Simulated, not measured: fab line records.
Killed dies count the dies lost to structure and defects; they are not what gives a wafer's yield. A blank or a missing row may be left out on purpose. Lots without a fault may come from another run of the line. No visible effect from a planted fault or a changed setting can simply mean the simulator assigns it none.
Chamber matching | flow n5_finfet | 3 sister chambers for N5_DUMMY_GATE_ETCH_32 on rie_si-04
The step etches SiO2 in CF4, target depth 3.5 nm, time 3.9 s. 16 wafers are shown with their chamber, then 5 later ones without.

WAFERS, EACH WITH ITS CHAMBER
wafer  | chamber | drypump_motor_current_A (A) | throttle_valve_pct (%) | oes_product_au (a.u.)
L076.3 | 2       | 5.50                        | 21.98                  | 0.986
L076.4 | 0       | 6.39                        | 22.04                  | 0.962
L076.6 | 2       | 5.51                        | 21.99                  | 0.995
L077.1 | 3       | 5.80                        | 22.18                  | 0.993
L077.2 | 2       | 5.50                        | 21.99                  | 0.974
L077.6 | 3       | 5.82                        | 22.18                  | 0.997
L078.3 | 2       | 5.53                        | 22.00                  | 0.988
L078.4 | 3       | 5.79                        | 22.19                  | 1.005
L078.5 | 2       | 5.52                        | 21.99                  | 0.987
L079.1 | 0       | 6.39                        | 22.04                  | 0.965
L079.4 | 2       | 5.51                        | 22.00                  | 0.994
L079.5 | 3       | 5.80                        | 22.19                  | 1.000
L080.2 | 3       | 5.80                        | 22.18                  | 1.009
L080.3 | 0       | 6.39                        | 22.04                  | 0.965
L080.5 | 2       | 5.50                        | 22.01                  | 0.983
L084.1 | 2       | 5.52                        | 22.00                  | 0.983

SIGNATURES, as means of the wafers listed above
reading                 | chamber 0 | chamber 2 | chamber 3 | scatter within a chamber
drypump_motor_current_A | 6.3900    | 5.5112    | 5.8020    | 0.0103
throttle_valve_pct      | 22.0400   | 21.9950   | 22.1840   | 0.00744
oes_product_au          | 0.96400   | 0.98625   | 1.00080   | 0.00607
Rule: for each reading, subtract the chamber's mean from the wafer's reading, divide by that reading's scatter and square the result; add these up over the readings and take the root, which gives the wafer's distance from the chamber. The wafer belongs to the nearest chamber; if the next one is less than 2 further off, it can't be placed. The scatter: take each reading less its chamber's mean, square it, sum over the shown wafers, divide by the number of wafers less the number of chambers, and take the root.

WAFERS MISSING THEIR CHAMBER
wafer  | drypump_motor_current_A (A) | throttle_valve_pct (%) | oes_product_au (a.u.)
L084.6 | 5.79                        | 22.21                  | 1.002
L092.5 | 6.38                        | 22.03                  | 0.991
L092.6 | 5.82                        | 22.19                  | 1.010
L093.1 | 5.53                        | 22.00                  | 0.988
L093.4 | 5.77                        | 22.20                  | 1.006

WHICH CHAMBER EACH ONE RAN IN
wafer  | from the rows above | in truth
L084.6 | 3                   | 3
L092.5 | 0                   | 0
L092.6 | 3                   | 3
L093.1 | 2                   | 2
L093.4 | 3                   | 3
5 of 5 placed correctly. Can't be placed from these rows: 0. 0 placed wrongly.
